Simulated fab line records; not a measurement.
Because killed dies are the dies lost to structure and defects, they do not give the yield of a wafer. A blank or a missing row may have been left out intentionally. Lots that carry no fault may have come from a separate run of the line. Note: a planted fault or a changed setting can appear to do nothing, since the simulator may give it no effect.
Code-filled problem report in 8D (eight disciplines) form	flow nand harc	the parts of the form that need people (team, actions taken, sign-off) are left out

== 1. THE ISSUE ==
Wafers without a fault read 496.6 s, standard deviation 0.49; run length s at NHARC_A_CONTACT_ETCH_49 reads a mean of 450.9 s on 6 wafers belonging to 2 lots. That is -93 standard deviations from the usual mean.
The step: etches the open film in N2/H2, target depth 260 nm, time 475.3 s.
Earliest sighting: wafer L502.2 on rie diel-04 at day 29 06:12. At this step, 36 wafers from 12 lots have a number in the record. Rule for "out" (also "out of limits"): further than 4 standard deviations from the usual mean. Any other wafer with a number is counted as sound.

== 2. WHAT IT IS, AND WHAT IT ISN'T ==
question	is	is not
which readings at this step	run length s	drypump motor current A, mfc ar sccm, oes product au, rf vpp V, showerhead plenum p Torr
which lots	L502, L503	L486, L487, L488, L490, L491, L492, L505, L506, L508, L509
which wafers of those lots	all that have a number	-
read on which tools	rie diel-04	rie diel-02, rie diel-03
when	from day 29 06:12	up to then (18 sound wafers); but 12 sound wafers of L505, L506, L508, L509 came after

== 3. THE SUSPECTS, EACH WITH WHAT RULES IT OUT ==
Counting: any tool at a process step up to the reading is kept as a suspect provided that every lot that is out went through it and no sound lot did after the first of them.
- rie diel-04 at NHARC_A_CONTACT_ETCH_49 (etches the open film in N2/H2, target depth 260 nm, time 475.3 s): kept. It processed each lot that is out, first L502 at day 29 06:12, and no sound lot thereafter; up to then, the last sound lot it processed was L492 at day 23 21:40. Its own readings are out on those wafers: run length s.
Left after counting: rie diel-04 at NHARC_A_CONTACT_ETCH_49.

== 4. THE CAUSE (what the simulator had put in) ==
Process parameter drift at NHARC_A_CONTACT_ETCH_49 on rie diel-04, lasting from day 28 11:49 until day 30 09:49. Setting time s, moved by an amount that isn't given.
Only this tool survived the counting.

== 5. THE CHAIN OF EFFECTS, in route order ==
Rows list readings where the struck wafers' mean (over those with a number) sits beyond 3 standard deviations from the usual. Scope: only readings with a usual standard deviation given in the record; hours: median across lots of the time from each lot's start at the first step in this table that gives one to its start at this step; sigmas: change in usual standard deviations.
hours	step	reading	usual	on struck wafers	change	sigmas
0	NHARC_A_CONTACT_ETCH_49	run length s	496.6 s	450.9	-45.7	-93
The process steps in it:
- NHARC_A_CONTACT_ETCH_49: etches the open film in N2/H2, target depth 260 nm, time 475.3 s.
At these later measuring or inspecting steps, every struck wafer for which the step has a row has a number for every such reading, and none has moved that far: NHARC_END_SORT_01.

== 6. WHAT WOULD HAVE CAUGHT IT SOONER ==
In this record the first reading out of limits was taken at day 29 06:12, 18 hours after the fault began at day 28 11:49.
